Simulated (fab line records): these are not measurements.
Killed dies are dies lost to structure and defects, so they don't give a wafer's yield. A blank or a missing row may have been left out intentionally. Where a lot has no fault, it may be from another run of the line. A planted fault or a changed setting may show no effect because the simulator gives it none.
Problem report in the 8D (eight disciplines) form, filled by code	flow n5-finfet	the parts of the form that need people (team, actions taken, sign-off) are left out

1. THE ISSUE
Mean of exposure-dose-mJ-cm2 at N5_BEOL_M14_EXPOSE_25: 26.424 over 3 wafers from 1 lot, against 26.585 (standard deviation 0.026) on wafers with no fault. Relative to the usual mean, that is a shift of -6.2 standard deviations.
The step: exposes mask M14, target cd 280 nm.
The first sign was on wafer L505.4 at day 15 18:37, on krf-scanner-02. Wafers with a number at this step in the record: 33, from 12 lots. By rule, "out" or "out of limits" means more than 4 standard deviations away from the usual mean. The other wafers with a number count as sound.

2. WHAT IT IS; WHAT IT IS NOT
question	is	is not
which readings at this step	exposure-dose-mJ-cm2	focus-offset-nm
which lots	L505	L489, L490, L492, L493, L494, L495, L496, L500, L506, L507, L512
which wafers of those lots	all that have a number	-
read on which tools	krf-scanner-02	krf-scanner-01
when	from day 15 18:37	up to then (23 sound wafers); but 7 sound wafers of L506, L507, L512 came after

3. SUSPECTS, AND WHAT RULES EACH OUT
Counting: a tool stays on the suspect list if, at a process step up to the reading, it processed all lots that are out and no sound lot following the first of them.
- krf-scanner-02 at N5_BEOL_M14_EXPOSE_25 (exposes mask M14, target cd 280 nm): kept. It ran the lot that is out, L505 (day 15 18:37), and no sound lot after that; its last sound lot up to then is L496 (day 13 08:11). Its own exposure-dose-mJ-cm2 readings are out on those wafers.
Left after counting: krf-scanner-02 at N5_BEOL_M14_EXPOSE_25.

4. THE CAUSE (what the simulator had put in)
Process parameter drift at N5_BEOL_M14_EXPOSE_25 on krf-scanner-02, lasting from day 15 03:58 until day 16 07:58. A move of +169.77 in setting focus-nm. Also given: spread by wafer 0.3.
The count eliminated every tool but this one.

5. SEQUENCE OF EFFECTS, ordered by route
Each row: a reading where the mean over the struck wafers with a number is more than 3 standard deviations away from the usual. Only readings whose record carries a usual standard deviation are examined. hours: median over the lots of the time between each lot's start at the first step of this table that gives one and its start at this step. sigmas: the change, counted in usual standard deviations.
hours	step	reading	usual	on struck wafers	change	sigmas
0	N5_BEOL_M14_EXPOSE_25	exposure-dose-mJ-cm2	26.585	26.424	-0.161	-6.2
Its process steps:
- N5_BEOL_M14_EXPOSE_25: exposes mask M14, target cd 280 nm.

6. HOW IT WOULD HAVE BEEN CAUGHT EARLIER
The fault began at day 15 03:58; the first out-of-limits reading in this record came at day 15 18:37, 15 hours later.
